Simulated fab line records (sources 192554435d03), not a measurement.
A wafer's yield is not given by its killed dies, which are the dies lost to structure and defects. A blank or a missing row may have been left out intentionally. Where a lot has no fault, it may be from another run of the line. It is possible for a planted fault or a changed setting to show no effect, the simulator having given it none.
Which of the tools did it? :: flow n5 finfet :: 28 wafers sampled from 10 lots at 1 step of a route of 1938

== WHAT EACH GAUGE READ, for each wafer ==
N5_BEOL_M1_OVL_MEAS_12.
lot: L263
measured: day 6 08:39
on: overlay-01
M1_OVL (nm): -0.8 -0.4 -0.1

lot: L264
measured: day 6 15:06
on: overlay-01
M1_OVL (nm): -0.2 0.7 0.2

lot: L269
measured: day 7 23:40
on: overlay-02
M1_OVL (nm): -0.6 -0.2 -0.1

lot: L270
measured: day 8 03:42
on: overlay-01
M1_OVL (nm): -0.3 -1.8 -1.5

lot: L276
measured: day 9 15:26
on: overlay-02
M1_OVL (nm): -0.7 0.6 0.1

lot: L277
measured: day 9 20:23
on: overlay-02
M1_OVL (nm): -0.3 0.3

lot: L278
measured: day 10 02:41
on: overlay-01
M1_OVL (nm): -0.3 0.5

lot: L281
measured: day 10 20:04
on: overlay-02
M1_OVL (nm): -1.0 0.0 -0.5

lot: L283
measured: day 11 12:19
on: overlay-02
M1_OVL (nm): -0.6 -0.4 -0.3

lot: L284
measured: day 11 23:23
on: overlay-02
M1_OVL (nm): 1.3 0.1 0.4

== WHAT TOOL EACH LOT RAN ON (gives the tool, then ch and the chambers of the sampled wafers, and finally the start) ==
Before these readings, the record contains no process step.

== THE ANSWER, worked out from the rows above alone ==
Rule: what is usual is taken from the lots themselves. The widest of any qualifying gaps counts: lots, ordered by their means at a reading, are off when they make up no more than a third of the lots, leave a main group of 4 or more, and stand apart from it by 3 or more times the standard deviation of that group's means. The tables above print the reading to a certain number of digits; a main group whose means all agree to those digits is not used. A lot without any number at a reading at which 4 lots or more have one is off too. All remaining lots with rows at the step are treated as sound.
None of the lots is off at any reading shown; this tells nothing.

== WHAT THE SIMULATOR HAD PUT IN ==
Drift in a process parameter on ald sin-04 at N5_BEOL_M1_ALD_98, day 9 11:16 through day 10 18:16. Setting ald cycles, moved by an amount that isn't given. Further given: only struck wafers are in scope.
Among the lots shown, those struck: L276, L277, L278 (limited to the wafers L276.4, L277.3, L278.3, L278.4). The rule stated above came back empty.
